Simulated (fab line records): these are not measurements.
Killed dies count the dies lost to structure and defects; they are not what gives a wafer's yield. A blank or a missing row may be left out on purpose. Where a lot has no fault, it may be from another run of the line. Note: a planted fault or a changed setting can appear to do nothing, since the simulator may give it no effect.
A lot that was struck, set against a sound lot | flow n5-finfet | 16 steps out of a route of 1938
Sound: wafers L248.1, L248.3, L248.4. Struck: wafer L237.3 (left out: L237.1, L237.5 of the same lot, which were not struck); the cause appears at the end.
At each step with rows: each side's tool, then ch and its chambers, then its first start. Under that, the readings that differ: sound wafers | struck wafers | difference of the means | sigmas: that difference in standard deviations of wafers without a fault.
alike: readings with means less than 2 such deviations apart, plus words and numbers identical on both sides. not compared: withheld readings, readings lacking a value on some wafer, bounds such as >300 that could conceal the same value, and numbers that have no deviation in the record and whose values overlap.
A row with sigmas, a row that says differs or no value, or rows on one side alone: a step with any of these is where the two part. Numbers that don't overlap but have no deviation are shown without sigmas and don't part them. Lack of a reading on every wafer of one side parts them only where that side has two or more wafers.

N5_BEOL_M2_CMP_52: polishes, stops on SiOC, t overpolish 6.8 s, target thk 40 nm.
  sound on cmp-02 ch 0,1,3, day 11 17:56; struck on cmp-04 ch 2, day 9 01:01
  alike: barrier-field-endpoint-s, motor-current-A, overpolish-run-s, time-to-endpoint-s
N5_BEOL_M2_THK_MEAS_53: measures by xrf.
  sound: film-metro-02 at day 11 18:14; struck: film-metro-01 at day 9 01:19
  alike: M2_THK
N5_BEOL_M2_PRE_CLEAN_60: time 15 s.
  sound on cvd-co-02 ch 0,1,2, day 11 18:16; struck on cvd-co-01 ch 0, day 9 01:20
  alike: heater-power-w, rf-fwd-power-W
then, 2 steps without rows for these wafers: N5_BEOL_M2_CO_CAP_55 (material Co, precursor CCTBA/H2, target thk 2 nm, time 102.1 s); N5_BEOL_M2_PRE_CLEAN_56 (time 15 s).
N5_BEOL_M2_DEP_57: deposits SiCN from 3MS/NH3, target thk 8 nm, time 14 s.
  sound on pecvd-03 ch 0,1, day 11 18:26; struck on pecvd-01 ch 0, day 9 01:30
  alike: chamber-pressure-Torr, rf-fwd-power-W, showerhead-plenum-p-Torr, throttle-valve-pct
N5_BEOL_M2_RS_MEAS_58: measurement is done with a four-point probe.
  sound: film-metro-02 at day 11 18:29; struck: film-metro-02 at day 9 01:34
  alike: M2_RS
N5_BEOL_M2_INSPECT_59: inspects for defects (darkfield).
  sound: defect-inspect-01 at day 11 18:31; struck: defect-inspect-02 at day 9 01:35
  alike: raw-defect-count
N5_BEOL_M3_ILD_DEP_00: deposits SiOC from DEMS/O2, target thk 79 nm, time 15.3 s.
  sound on pecvd-04 ch 0,1,2, day 11 18:34; struck on pecvd-02 ch 1, day 9 01:38
  alike: chamber-pressure-Torr, heater-power-w, rf-fwd-power-W, showerhead-plenum-p-Torr, throttle-valve-pct
N5_BEOL_M3_THK_MEAS_01:
  sound: film-metro-02 at day 11 18:37; struck: film-metro-01 at day 9 01:42
  alike: M3_ILD_THK
N5_BEOL_M3_PECVD_72: deposits SiO2 from TEOS/O2, target thk 16 nm, time 18 s.
  sound on pecvd-02 ch 0,1, day 11 18:40; struck on pecvd-04 ch 2, day 9 01:44
  reading                | sound          | struck | difference | sigmas
  throttle-valve-pct (%) | 23.5 21.9 23.4 | 20.4   | -2.5       | -3
  alike: chamber-pressure-Torr, heater-power-w, rf-fwd-power-W, showerhead-plenum-p-Torr
then, 1 step without rows for these wafers: N5_BEOL_M3_HM_DEP_02 (deposits TiN, target thk 20 nm).
N5_BEOL_M3_COAT_61: time 60 s, resist thk 60 nm.
  sound on litho-track-01 ch 0, day 11 20:52; struck on litho-track-03 ch 0, day 9 01:58
  reading          | sound             | struck | difference | sigmas
  run-length-s (s) | 66.12 66.25 66.11 | 70.33  | +4.17      | +32
then, 1 step without rows for these wafers: N5_BEOL_M3_COAT_62 (time 60 s, resist thk 12 nm).
N5_BEOL_M4_RC_MEAS_101:
  sound on prober-02 ch 0, day 13 01:28; struck on prober-02 ch 0, day 9 15:53
  reading       | sound       | struck | difference | sigmas
  ION_P (uA/um) | 449 464 452 | 473    | +18        | +2
  alike: DIBL_N, DIBL_P, IOFF_N, IOFF_P, ION_N, SS_N, SS_P, VT_N, VT_P
N5_PASSIVATION_PROBE_49:
  sound wafers here have rows in the record (prober-01, day 17 09:12); struck ones have none

WHERE THEY PART
Earliest at N5_BEOL_M3_PECVD_72; latest, in this record, at N5_PASSIVATION_PROBE_49.

WHY: what the simulator had put in
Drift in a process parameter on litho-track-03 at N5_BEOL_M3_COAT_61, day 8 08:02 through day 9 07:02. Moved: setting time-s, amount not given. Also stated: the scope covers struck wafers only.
